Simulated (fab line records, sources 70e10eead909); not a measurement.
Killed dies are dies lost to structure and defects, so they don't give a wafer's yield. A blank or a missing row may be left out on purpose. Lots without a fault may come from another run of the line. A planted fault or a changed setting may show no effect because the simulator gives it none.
One fault seen from 2 desks | flow nand_harc | each desk has only its own numbers; what lay behind them comes last

THE METROLOGY DESK
What the gauges read, lot by lot, whatever tool the lot ran on: means of the sampled wafers that have a number. A lot is out of limits, marked OUT, if its mean lies more than 4 standard deviations from the usual mean; the brackets give that distance.
Columns: A = cd_nm at NHARC_P_M1_CD_MEAS_09, usual 129.8 nm
lot  | first seen here | A
L291 | day 6 10:38     | 129.4
L290 | day 6 11:19     | 129.4
L292 | day 7 01:08     | 129.8
L293 | day 7 14:44     | 129.6
L295 | day 8 10:36     | 129.1
L297 | day 9 07:58     | 129.9
L298 | day 9 18:00     | 130.2
L299 | day 9 22:33     | 126.9 (-4.3) OUT
L300 | day 10 07:49    | 130.3
L308 | day 13 17:43    | 130.2
L312 | day 15 06:50    | 129.9
This desk's finding: out of limits on L299; first on L299, day 9 22:33 (cd_nm at NHARC_P_M1_CD_MEAS_09). In limits: L291, L290, L292, L293, L295, L297, L298, L300, L308, L312.

THE TOOL OWNER'S DESK: arfi_scanner-03
The tool's own readings at NHARC_P_M1_EXPOSE_06 (exposes mask P M1, target cd 130 nm): means of the sampled wafers that have a number, for each lot that ran on this tool. A lot is out of limits, marked OUT, if its mean lies more than 4 standard deviations from the usual mean; the brackets give that distance.
Columns: A = exposure_dose_mJ_cm2 at NHARC_P_M1_EXPOSE_06, usual 82.4
lot  | first seen here | A
L291 | day 6 10:30     | 81.8
L293 | day 7 14:36     | 81.7
L295 | day 8 10:28     | 81.7
L299 | day 9 22:25     | 79.3 (-4.3) OUT
This desk's finding: out of limits on L299; first on L299, day 9 22:25 (exposure_dose_mJ_cm2 at NHARC_P_M1_EXPOSE_06). In limits: L291, L293, L295.

PUT TOGETHER
The tool owner's desk could have raised an alarm at day 9 22:25, on L299.
The metrology desk could have raised an alarm at day 9 22:33, on L299.
Of the lots named, all ran NHARC_P_M1_EXPOSE_06 on arfi_scanner-03.

WHAT THE SIMULATOR HAD PUT IN
Process parameter drift: arfi_scanner-03, from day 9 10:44 on, at NHARC_P_M1_EXPOSE_06. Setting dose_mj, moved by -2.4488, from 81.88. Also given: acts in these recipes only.
Lots struck among those shown: L299.
Hours from the fault's start to each desk's first reading out of limits: the tool owner's desk, 12; the metrology desk, 12.
